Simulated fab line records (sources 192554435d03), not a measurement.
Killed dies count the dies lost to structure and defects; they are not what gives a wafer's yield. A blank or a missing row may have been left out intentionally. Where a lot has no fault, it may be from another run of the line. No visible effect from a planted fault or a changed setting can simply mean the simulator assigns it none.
fab line records	flow n5Finfet
record lots=7	wafers=21
route steps=1938 shown BEOL_M0_SAQP@676 BEOL_M0_CUTY@701 BEOL_M0@715 BEOL_M1@761
startH: hours from the record's first day to the start of the lot's first wafer shown	waitH: hours from the lot's prior step to this one	" same as the row above	L1.1+2: a row that stands for several wafers	- value missing, or start not given	* or withheld: withheld	< > ~ a bound
route shown NAME@n: names a module that has steps shown in the file, with the first one's number in the route	usual: average and standard deviation across the fault-free wafers	same: alike in all rows	chamber/n: place in a boat	sites: each site's reading	_std_site: standard deviation of those values	_edge_site: inner sites' mean taken away from outer sites' mean	radiusMm: for every site, how far away it sits from the centre of the wafer	mask NAME#n: copy n	behind: the most recent tool/chamber to have shaped the wafer	hold: reason for holding the lot/hours on hold/outcome of the hold	device: transistor that didn't switch, given as n, p or np	end of line: tests of these same wafers at the route's end	a step with no rows: only its recipe	killed: dies that structure and defects cost at the first sort, which is not the same as the wafer's yield	map: per-die view of a wafer (x killed, . not killed, _ where there is no die)
set.NAME: setting as actually run; set.NAME@STEP: the setting as run at that earlier step	model.NAME: the simulator's own value behind a step, which no gauge read
lots where settings were altered on purpose, with a table for each step and a row for each wafer
## steps
# step N5_BEOL_M0_SAQP_SPACER2_ALD_26
# recipe material=SiO2	targetThkA=150	tempC=300	aldPrecursorFamily=BDEAS	aldCoReactant=O2-plasma	pulseTimeS=1	purgeTimeS=2	coReactantPurgeTimeS=2	pressureTorr=2
lot.wafer	tool	chamber	startH	waitH	set.targetThkA	model.SiO2_of_BEOL_M0_SAQP_SPACER2_ALD_26.thkNm
L075.1+4	aldSin-02	2,3	120.96	0.1	150	15
L075.5	"	1	"	"	150	14.8
L080.3	aldSin-02	3	153.74	0.1	165.2	16.6
L080.4	"	0	"	"	165.2	16.4
L080.6	"	0	"	"	150	15
L083.3+5+6	aldSin-01	1,3,2	164.55	0.1	150	15
L085.4+6	aldSin-04	0,3	176.61	0.1	156	15.8
L085.5	"	0	"	"	150	15.2
L084.1+2	aldSin-04	2,0	177.23	0.1	150	15
L084.5	"	2	"	"	150	14.8
L090.2+3+6	aldSin-01	2,3,1	216.86	0.4	150	15
L092.1+2+4	aldSin-01	0,3,2	220.36	0.1	150	15
# step N5_BEOL_M0_SAQP_SPACER2_ETCHBACK_27
# recipe chemistry=CHF3/O2	mode=anisotropicEtchback	target=SiO2	targetDepthA=225	timeS=11.25	pressureMtorr=30	sourceW=650	biasW=170	Ar_flow_sccm=200	CHF3_flow_sccm=50	O2_flow_sccm=5	ionEnergyEv=200
# step N5_BEOL_M0_SAQP_MANDREL2_REMOVE_110
# recipe chemistry=HBr/Cl2/O2	btTimeS=10	target=a-Si	stopOn=SiCN	endpoint=OES-SiCl	overEtchFrac=1	icpW=600	biasW=30	HBr_flow_sccm=150	Cl2_flow_sccm=80	O2_flow_sccm=5	pressureMtorr=10
lot.wafer	tool	chamber	startH	waitH	set.targetThkA@BEOL_M0_SAQP_SPACER2_ALD_26	model.BEOL_M0_SAQP.cdNm	model.SiO2_of_BEOL_M0_SAQP_SPACER2_ALD_26.thkNm
L075.1	rieSi-03	2	121.60	0.1	150	15	10.6
L075.4	"	0	"	"	150	14.8	10.6
L075.5	"	3	"	"	150	15	10.4
L080.3	rieSi-05	3	154.37	0.1	165.2	16.6	12.2
L080.4	"	1	"	"	165.2	16.6	12
L080.6	"	0	"	"	150	14.8	10.6
L083.3+6	rieSi-03	1,0	165.20	0.1	150	15	10.6
L083.5	"	3	"	"	150	15.2	10.6
L085.4	rieSi-03	3	177.39	0.1	156	15.8	11.4
L085.5	"	2	"	"	150	15.2	10.8
L085.6	"	1	"	"	156	15.6	11.2
L084.1	rieSi-01	2	177.86	0.1	150	14.8	10.6
L084.2	"	0	"	"	150	15	10.6
L084.5	"	2	"	"	150	14.8	10.4
L090.2+3+6	rieSi-05	2,0,2	217.50	0.1	150	15	10.6
L092.1	rieSi-01	3	220.99	0.1	150	15	10.4
L092.2+4	"	1,0	"	"	150	15	10.6
# step N5_BEOL_M0_SAQP_CD_MEAS_29
# recipe targetCdNm=14.4	landingEnergyEv=1000	detector=seInlens
# usual cdNm=15.02/0.24
lot.wafer	tool	chamber	startH	waitH	set.targetThkA@BEOL_M0_SAQP_SPACER2_ALD_26	cdNm
L075.1	cdSem-03	0	121.71	0.1	150	14.85
L075.4	"	0	"	"	150	14.87
L075.5	"	0	"	"	150	14.72
L080.3	cdSem-01	0	154.49	0.1	165.2	16.51
L080.4	"	0	"	"	165.2	16.39
L080.6	"	0	"	"	150	14.81
L083.3	cdSem-02	0	165.31	0.1	150	14.72
L083.5	"	0	"	"	150	15.03
L083.6	"	0	"	"	150	15.18
L085.4	cdSem-02	0	177.50	0.1	156	16.06
L085.5	"	0	"	"	150	15.47
L085.6	"	0	"	"	156	15.36
L084.1	cdSem-02	0	177.97	0.1	150	14.93
L084.2	"	0	"	"	150	14.96
L084.5	"	0	"	"	150	14.81
L090.2	cdSem-03	0	217.61	0.1	150	14.70
L090.3	"	0	"	"	150	14.81
L090.6	"	0	"	"	150	15.02
L092.1	cdSem-03	0	221.10	0.1	150	15.01
L092.2	"	0	"	"	150	15.18
L092.4	"	0	"	"	150	14.94
# step N5_BEOL_M0_SAQP_COAT_69
# recipe resist=SOC	tempC=250	timeS=60	spinRpm=1500	resistThkNm=90
lot.wafer	tool	chamber	startH	waitH	set.spinRpm	model.SOC_of_BEOL_M0_SAQP_COAT_69.thkNm
L075.1	lithoTrack-04	0	121.74	0.0	1500	90
L075.4	"	0	"	"	1389	93.4
L075.5	"	0	"	"	1389	93.6
L080.3+4	lithoTrack-02	0	154.52	0.0	1500	90.2
L080.6	"	0	"	"	1500	90
L083.3+5+6	lithoTrack-02	0	165.35	0.0	1500	90
L085.4+6	lithoTrack-05	0	177.53	0.0	1406	93
L085.5	"	0	"	"	1500	90.2
L084.1	lithoTrack-02	0	178.01	0.0	1500	89.8
L084.2	"	0	"	"	1500	89.6
L084.5	"	0	"	"	1500	90.2
L090.2	lithoTrack-02	0	217.64	0.0	1602	86.8
L090.3	"	0	"	"	1500	90.2
L090.6	"	0	"	"	1500	89.8
L092.1	lithoTrack-02	0	221.14	0.0	1405	92.2
L092.2	"	0	"	"	1500	89
L092.4	"	0	"	"	1500	89.4
# step N5_BEOL_M0_SAQP_COAT_72
# recipe resist=SiARC	tempC=220	timeS=60	spinRpm=1500	resistThkNm=15
# step N5_BEOL_M0_SAQP_COAT_87
# recipe resist=underlayer	tempC=205	timeS=60	spinRpm=1500	resistThkNm=5
# step N5_BEOL_M0_SAQP_STRIP_89
# recipe chemistry=N2/H2	tempC=40	n2FlowSccm=200	h2FlowSccm=200	rfFrequencyHz=6e+07
# step N5_BEOL_M0_SAQP_ALD_48
# recipe material=SiO2	targetThkA=200	tempC=100	aldPrecursorFamily=BDEAS	aldCoReactant=O2-plasma	pulseTimeS=1	coReactantPulseTimeS=1	purgeTimeS=2	coReactantPurgeTimeS=2	aldCycles=139	pressureTorr=2
# step N5_BEOL_M0_SAQP_ETCH_49
# recipe chemistry=CF4/O2	targetDepthA=370	target=SiO2	pressureMtorr=40	sourceW=535	biasW=49	Ar_flow_sccm=100	cf4FlowSccm=100	O2_flow_sccm=10	ionEnergyEv=100
lot.wafer	tool	chamber	startH	waitH	set.spinRpm@BEOL_M0_SAQP_COAT_69	model.SOC_of_BEOL_M0_SAQP_COAT_69.thkNm
L075.1	rieDiel-04	0	123.01	0.3	1500	70.4
L075.4	"	1	"	"	1389	74
L075.5	"	0	"	"	1389	74.2
L080.3	rieDiel-05	2	156.44	0.3	1500	71.2
L080.4	"	0	"	"	1500	71
L080.6	"	2	"	"	1500	70.8
L083.3	rieDiel-04	0	167.52	0.3	1500	70.4
L083.5+6	"	0,1	"	"	1500	70.6
L085.4	rieDiel-05	0	179.48	0.3	1406	73.6
L085.5	"	2	"	"	1500	70.8
L085.6	"	3	"	"	1406	74.2
L084.1	rieDiel-01	3	179.78	0.3	1500	70.8
L084.2	"	2	"	"	1500	70.4
L084.5	"	0	"	"	1500	70.6
L090.2	rieDiel-01	2	218.87	0.3	1602	67.8
L090.3	"	3	"	"	1500	71.2
L090.6	"	1	"	"	1500	70.8
L092.1	rieDiel-04	2	222.58	0.3	1405	72.2
L092.2+4	"	3,2	"	"	1500	69.4
# step N5_BEOL_M0_SAQP_STRIP_75
# recipe chemistry=CF4	resist=SiARC	powerW=300	biasPowerW=75	pressureMtorr=50	cf4FlowSccm=150	rfFrequencyHz=6e+07
# step N5_BEOL_M0_CUTY_COAT_50
# recipe resist=SiARC	tempC=220	timeS=60	spinRpm=1500	resistThkNm=15
# step N5_BEOL_M0_CUTY_DESCUM_61
# recipe chemistry=O2	timeS=7.9	sourcePowerW=50	biasPowerW=20	pressureMtorr=20	rfFrequencyHz=2.712e+07	tempC=40	resist=CAR-ArF-block	o2FlowSccm=225
# step N5_BEOL_M0_CUTY_ETCH_62
# recipe chemistry=CF4	target=SiARC	maskMaterial=CAR-ArF-block	timeS=58.5	ionEnergyEv=80	pressureMtorr=40	sourceW=545	biasW=36	Ar_flow_sccm=100	cf4FlowSccm=100	ends=cleared
# step N5_BEOL_M0_CUTY_ETCH_63
# recipe chemistry=N2/H2	target=SOC	targetDepthA=827	overetchA=165	maskMaterial=SiARC	tempC=40	ionEnergyEv=200	timeS=124	pressureMtorr=30	sourceW=840	biasW=150	n2FlowSccm=200	h2FlowSccm=200
lot.wafer	tool	chamber	startH	waitH	set.spinRpm@BEOL_M0_SAQP_COAT_69	model.etch.depthNm
L075.1	rieDiel-03	1	123.54	0.0	1500	70.46
L075.4	"	0	"	"	1389	74.06
L075.5	"	3	"	"	1389	74.15
L080.3	rieDiel-06	3	157.12	0.0	1500	71.12
L080.4	"	0	"	"	1500	70.98
L080.6	"	3	"	"	1500	70.8
L083.3	rieDiel-06	3	168.05	0.0	1500	70.31
L083.5	"	2	"	"	1500	70.63
L083.6	"	3	"	"	1500	70.61
L085.4	rieDiel-06	3	180.02	0.0	1406	73.55
L085.5	"	0	"	"	1500	70.87
L085.6	"	3	"	"	1406	74.1
L084.1	rieDiel-02	3	180.44	0.0	1500	70.71
L084.2	"	0	"	"	1500	70.37
L084.5	"	2	"	"	1500	70.56
L090.2	rieDiel-02	3	219.78	0.0	1602	67.81
L090.3	"	1	"	"	1500	71.16
L090.6	"	1	"	"	1500	70.81
L092.1	rieDiel-03	1	223.25	0.0	1405	72.27
L092.2	"	3	"	"	1500	69.46
L092.4	"	0	"	"	1500	69.48
# step N5_BEOL_M0_CUTY_STRIP_64
# recipe chemistry=N2/H2	tempC=40	n2FlowSccm=200	h2FlowSccm=200	rfFrequencyHz=6e+07
# step N5_BEOL_M0_ETCH_138
# recipe chemistry=CH3F/O2	targetDepthA=120	target=SiCN	timeS=31.6	ionEnergyEv=120	pressureMtorr=30	sourceW=395	biasW=75	Ar_flow_sccm=150	CH3F_flow_sccm=30	O2_flow_sccm=20	ends=cleared
lot.wafer	tool	chamber	startH	waitH	set.targetThkA@BEOL_M0_SAQP_SPACER2_ALD_26	model.SiO2_of_BEOL_M0_SAQP_SPACER2_ALD_26.thkNm
L075.1	rieDiel-03	1	123.67	0.0	150	5.2
L075.4+5	"	0,3	"	"	150	5
L080.3+4	rieDiel-06	3,0	157.24	0.0	165.2	6.6
L080.6	"	3	"	"	150	5
L083.3+6	rieDiel-06	3	168.18	0.0	150	5
L083.5	"	2	"	"	150	5.2
L085.4+6	rieDiel-06	3	180.14	0.0	156	5.8
L085.5	"	0	"	"	150	5.2
L084.1	rieDiel-02	3	180.57	0.0	150	5.2
L084.2	"	0	"	"	150	5.4
L084.5	"	2	"	"	150	5
L090.2+6	rieDiel-02	3,1	219.90	0.0	150	5.4
L090.3	"	1	"	"	150	5.2
L092.1+4	rieDiel-03	1,0	223.37	0.0	150	5
L092.2	"	3	"	"	150	5.2
# step N5_BEOL_M0_HM_OPEN_105
# recipe chemistry=Cl2/BCl3	targetDepthA=120	target=TiN	ionEnergyEv=150	pressureMtorr=10	icpW=1000	biasW=126	Cl2_flow_sccm=53.25	bcl3FlowSccm=21.75	Ar_flow_sccm=25
lot.wafer	tool	chamber	startH	waitH	set.targetThkA@BEOL_M0_SAQP_SPACER2_ALD_26	model.SiO2_of_BEOL_M0_SAQP_SPACER2_ALD_26.thkNm
L075.1+4	rieMetal-02	1,0	125.19	1.5	150	2.6
L075.5	"	1	"	"	150	2.4
L080.3	rieMetal-03	1	172.94	15.7	165.2	4.2
L080.4	"	0	"	"	165.2	4.4
L080.6	"	1	"	"	150	2.6
L083.3+5	rieMetal-01	0,1	173.13	4.9	150	2.8
L083.6	"	0	"	"	150	2.6
L085.4+6	rieMetal-03	1,0	180.51	0.3	156	3.4
L085.5	"	1	"	"	150	2.8
L084.1+5	rieMetal-02	1,0	180.67	0.1	150	2.6
L084.2	"	0	"	"	150	3
L090.2+3+6	rieMetal-03	1	222.14	2.2	150	2.8
L092.1+4	rieMetal-01	1	224.84	1.4	150	2.6
L092.2	"	0	"	"	150	2.8
# step N5_BEOL_M1_EXPOSE_08
# recipe maskId=M1	na=0.33	sourceShape=dipole	sigmaInner=0.369	sigmaOuter=0.767	polarization=unpolarized	doseMj=33
lot.wafer	tool	chamber	startH	waitH	mask	set.doseMj
L075.1+4	euvScanner-02	0	130.34	-	M1#0	34.42
L075.5	"	0	"	"	M1#0	33
L080.3	euvScanner-01	0	181.49	-	M1#0	33
L080.4+6	"	0	"	"	M1#0	31.19
L083.3+5+6	euvScanner-01	0	181.53	-	M1#0	33
L085.4	euvScanner-01	0	186.18	-	M1#0	33
L085.5+6	"	0	"	"	M1#0	34
L084.1+2+5	euvScanner-01	0	186.35	-	M1#0	33
L090.2+3+6	euvScanner-01	0	226.98	-	M1#0	33
L092.1+4	euvScanner-01	0	233.14	-	M1#0	33
L092.2	"	0	"	"	M1#0	34.91
# step N5_BEOL_M1_PEB_09
# recipe pebTempC=100	pebTimeS=60	resist=CAR-EUV
# step N5_BEOL_M1_DEVELOP_10
# recipe developTimeS=30	developer=TMAH	resist=CAR-EUV	rinseLiquid=surfactantRinse	dry=airSpin	devTempC=23
# step N5_BEOL_M1_CD_MEAS_11
# recipe targetCdNm=17.05	landingEnergyEv=500	detector=seInlens	polarity=opening
# usual cdNm=17.10/0.23
lot.wafer	tool	chamber	startH	waitH	set.doseMj@BEOL_M1_EXPOSE_08	cdNm
L075.1	cdSem-01	0	130.47	-	34.42	18.17
L075.4	"	0	"	"	34.42	17.98
L075.5	"	0	"	"	33	17.17
L080.3	cdSem-03	0	181.61	-	33	17.13
L080.4	"	0	"	"	31.19	15.66
L080.6	"	0	"	"	31.19	15.85
L083.3	cdSem-02	0	181.64	-	33	17.24
L083.5	"	0	"	"	33	17.05
L083.6	"	0	"	"	33	17.20
L085.4	cdSem-01	0	186.29	-	33	16.87
L085.5	"	0	"	"	34	17.90
L085.6	"	0	"	"	34	17.30
L084.1	cdSem-01	0	186.48	-	33	17.16
L084.2	"	0	"	"	33	17.81
L084.5	"	0	"	"	33	17.43
L090.2	cdSem-01	0	227.10	-	33	17.01
L090.3	"	0	"	"	33	16.61
L090.6	"	0	"	"	33	17.06
L092.1	cdSem-01	0	233.27	-	33	16.93
L092.2	"	0	"	"	34.91	17.96
L092.4	"	0	"	"	33	17.37
# step N5_BEOL_M1_DESCUM_16
# recipe chemistry=O2	timeS=7	sourcePowerW=50	biasPowerW=20	pressureMtorr=20	rfFrequencyHz=2.712e+07	tempC=40	resist=CAR-EUV	o2FlowSccm=225
# step N5_BEOL_M1_ETCH_74
# recipe chemistry=N2/H2	target=underlayer	targetDepthA=65	maskMaterial=CAR-EUV	timeS=5.2	ionEnergyEv=200	pressureMtorr=30	sourceW=840	biasW=150	n2FlowSccm=200	h2FlowSccm=200	ends=cleared
lot.wafer	tool	chamber	startH	waitH	set.doseMj@BEOL_M1_EXPOSE_08	model.BEOL_M1.cdOffsetNm
L075.1+4	rieDiel-05	3,0	130.63	0.0	34.42	0.6
L075.5	"	0	"	"	33	-0.2
L080.3	rieDiel-04	1	181.78	0.0	33	-0.2
L080.4	"	2	"	"	31.19	-1.2
L080.6	"	0	"	"	31.19	-1
L083.3+5+6	rieDiel-05	1,2,1	181.82	0.0	33	0.2
L085.4	rieDiel-05	1	186.44	0.0	33	0
L085.5	"	3	"	"	34	0.4
L085.6	"	0	"	"	34	0.2
L084.1+2+5	rieDiel-01	1,3,1	186.64	0.0	33	0.2
L090.2+6	rieDiel-04	3	227.25	0.0	33	0
L090.3	"	1	"	"	33	0.2
L092.1	rieDiel-01	1	233.42	0.0	33	0.2
L092.2	"	2	"	"	34.91	1
L092.4	"	3	"	"	33	0
# step N5_BEOL_M1_ETCH_64
# recipe chemistry=N2/H2	target=SOC	targetDepthA=750	overetchA=150	maskMaterial=SiARC	tempC=40	timeS=112.5	ionEnergyEv=200	pressureMtorr=30	sourceW=840	biasW=150	n2FlowSccm=200	h2FlowSccm=200
# usual rfVppV=524.0/2.2
lot.wafer	tool	chamber	startH	waitH	set.biasW	rfVppV	model.SiARC_of_BEOL_M1_COAT_62.thkNm
L075.1	rieDiel-05	3	130.67	0.0	150	523.2	7.2
L075.4	"	0	"	"	158.9	548.7	6.4
L075.5	"	0	"	"	150	528.6	6.8
L080.3	rieDiel-04	1	181.83	0.0	150	525.5	6.6
L080.4	"	2	"	"	150	521.2	6.6
L080.6	"	0	"	"	129.2	478.3	8
L083.3	rieDiel-05	1	181.87	0.0	150	524.5	6.8
L083.5	"	2	"	"	150	522.6	7
L083.6	"	1	"	"	150	524.3	6.8
L085.4	rieDiel-05	1	186.49	0.0	150	522.6	6.8
L085.5	"	3	"	"	150	522.3	7
L085.6	"	0	"	"	150	528.6	6.8
L084.1	rieDiel-01	1	186.68	0.0	150	525.8	6.6
L084.2	"	3	"	"	150	521.5	6.8
L084.5	"	1	"	"	150	523.6	6.6
L090.2	rieDiel-04	3	227.30	0.0	150	525.2	6.8
L090.3	"	1	"	"	169.5	566.9	5.8
L090.6	"	3	"	"	150	524.3	6.8
L092.1	rieDiel-01	1	233.47	0.0	150	523.4	6.6
L092.2	"	2	"	"	150	522.6	6.8
L092.4	"	3	"	"	150	520.4	6.8
# step N5_BEOL_M1_STRIP_65
# recipe chemistry=N2/H2	tempC=40	n2FlowSccm=200	h2FlowSccm=200	rfFrequencyHz=6e+07
# step N5_BEOL_M1_STRIP_75
# recipe chemistry=N2/H2	tempC=40	n2FlowSccm=200	h2FlowSccm=200	rfFrequencyHz=6e+07
# step N5_BEOL_M1_STRIP_66
# recipe chemistry=CF4	resist=SiARC	powerW=300	biasPowerW=75	pressureMtorr=50	cf4FlowSccm=150	rfFrequencyHz=6e+07
# step N5_BEOL_M1_HM_OPEN_17
# recipe chemistry=Cl2/BCl3	targetDepthA=200	overetchA=60	target=TiN	maskMaterial=SOC	ionEnergyEv=150	pressureMtorr=10	icpW=1000	biasW=126	Cl2_flow_sccm=53.25	bcl3FlowSccm=21.75	Ar_flow_sccm=25
lot.wafer	tool	chamber	startH	waitH	set.doseMj@BEOL_M1_EXPOSE_08	model.BEOL_M1.cdOffsetNm
L075.1+4	rieMetal-01	0	130.84	0.0	34.42	0.4
L075.5	"	1	"	"	33	-0.2
L080.3	rieMetal-01	1	182.02	0.1	33	-0.2
L080.4	"	0	"	"	31.19	-1.2
L080.6	"	0	"	"	31.19	-1
L083.3+5	rieMetal-03	1	182.07	0.1	33	0.2
L083.6	"	0	"	"	33	0
L085.4	rieMetal-03	1	186.69	0.1	33	0.2
L085.5+6	"	0,1	"	"	34	0.2
L084.1+5	rieMetal-01	1,0	186.85	0.0	33	0.4
L084.2	"	0	"	"	33	0
L090.2+6	rieMetal-02	0	227.47	0.0	33	0
L090.3	"	0	"	"	33	0.4
L092.1	rieMetal-01	1	233.64	0.0	33	0.2
L092.2	"	0	"	"	34.91	1.4
L092.4	"	0	"	"	33	-0.2
# step N5_BEOL_M1_STRIP_19
# recipe chemistry=O2	powerW=400	tempC=40	pressureMtorr=30	rfFrequencyHz=6e+07	biasPowerW=0	overashFraction=0.2	o2FlowSccm=225
# step N5_BEOL_M1_PRECLEAN_42
# recipe chemistry=residueRemover	timeS=60	tempC=40
# step N5_BEOL_M1_SRD_43
# recipe timeS=30	tempC=23	rinseLiquid=diw	dry=ipaMarangoni
# step N5_BEOL_M1_CD_MEAS_35
# recipe targetCdNm=18	targetCdYNm=21	polarity=opening
# usual cdNm=18.0/0.35
lot.wafer	tool	chamber	startH	waitH	set.doseMj@BEOL_M1_EXPOSE_08	cdNm
L075.1	cdSem-01	-	133.44	0.0	34.42	18.6
L075.4	"	-	"	"	34.42	18.7
L075.5	"	-	"	"	33	17.3
L080.3	cdSem-01	-	186.78	0.0	33	18.3
L080.4	"	-	"	"	31.19	17.0
L080.6	"	-	"	"	31.19	17.7
L085.4	cdSem-02	-	188.95	0.0	33	17.8
L085.5	"	-	"	"	34	18.5
L085.6	"	-	"	"	34	18.3
L083.3	cdSem-01	-	192.65	0.0	33	18.4
L083.5	"	-	"	"	33	17.9
L083.6	"	-	"	"	33	17.7
L084.1	cdSem-03	-	200.24	0.0	33	18.7
L084.2	"	-	"	"	33	17.9
L084.5	"	-	"	"	33	18.2
L090.2	cdSem-01	-	232.99	0.0	33	18.1
L090.3	"	-	"	"	33	18.2
L090.6	"	-	"	"	33	17.6
L092.1	cdSem-02	-	237.11	0.0	33	18.1
L092.2	"	-	"	"	34.91	19.4
L092.4	"	-	"	"	33	17.8
## key
split step=N5_BEOL_M0_SAQP_SPACER2_ALD_26	setting=targetThkA	stated=150	by=wafer
response step=N5_BEOL_M0_SAQP_SPACER2_ALD_26	reading=model.SiO2_of_BEOL_M0_SAQP_SPACER2_ALD_26.thkNm	change=+0.148	per=1%	r=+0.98
response step=N5_BEOL_M0_SAQP_MANDREL2_REMOVE_110	reading=model.BEOL_M0_SAQP.cdNm	change=+0.171	per=1%	r=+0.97
response step=N5_BEOL_M0_SAQP_MANDREL2_REMOVE_110	reading=model.SiO2_of_BEOL_M0_SAQP_SPACER2_ALD_26.thkNm	change=+0.145	per=1%	r=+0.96
response step=N5_BEOL_M0_SAQP_CD_MEAS_29	reading=cdNm	change=+0.148	per=1%	r=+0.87
response step=N5_BEOL_M0_ETCH_138	reading=model.SiO2_of_BEOL_M0_SAQP_SPACER2_ALD_26.thkNm	change=+0.157	per=1%	r=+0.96
response step=N5_BEOL_M0_HM_OPEN_105	reading=model.SiO2_of_BEOL_M0_SAQP_SPACER2_ALD_26.thkNm	change=+0.165	per=1%	r=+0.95
split step=N5_BEOL_M0_SAQP_COAT_69	setting=spinRpm	stated=1500	by=wafer
response step=N5_BEOL_M0_SAQP_COAT_69	reading=model.SOC_of_BEOL_M0_SAQP_COAT_69.thkNm	change=-0.467	per=1%	r=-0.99
response step=N5_BEOL_M0_SAQP_ETCH_49	reading=model.SOC_of_BEOL_M0_SAQP_COAT_69.thkNm	change=-0.478	per=1%	r=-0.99
response step=N5_BEOL_M0_CUTY_ETCH_63	reading=model.etch.depthNm	change=-0.471	per=1%	r=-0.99
split step=N5_BEOL_M1_EXPOSE_08	setting=doseMj	stated=33	by=wafer
response step=N5_BEOL_M1_CD_MEAS_11	reading=cdNm	change=+0.201	per=1%	r=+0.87
response step=N5_BEOL_M1_ETCH_74	reading=model.BEOL_M1.cdOffsetNm	change=+0.159	per=1%	r=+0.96
response step=N5_BEOL_M1_HM_OPEN_17	reading=model.BEOL_M1.cdOffsetNm	change=+0.171	per=1%	r=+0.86
response step=N5_BEOL_M1_CD_MEAS_35	reading=cdNm	change=+0.234	per=1%	r=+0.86
split step=N5_BEOL_M1_ETCH_64	setting=biasW	stated=150	by=wafer
response step=N5_BEOL_M1_ETCH_64	reading=rfVppV	change=+3.3	per=1%	r=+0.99
response step=N5_BEOL_M1_ETCH_64	reading=model.SiARC_of_BEOL_M1_COAT_62.thkNm	change=-0.0907	per=1%	r=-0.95
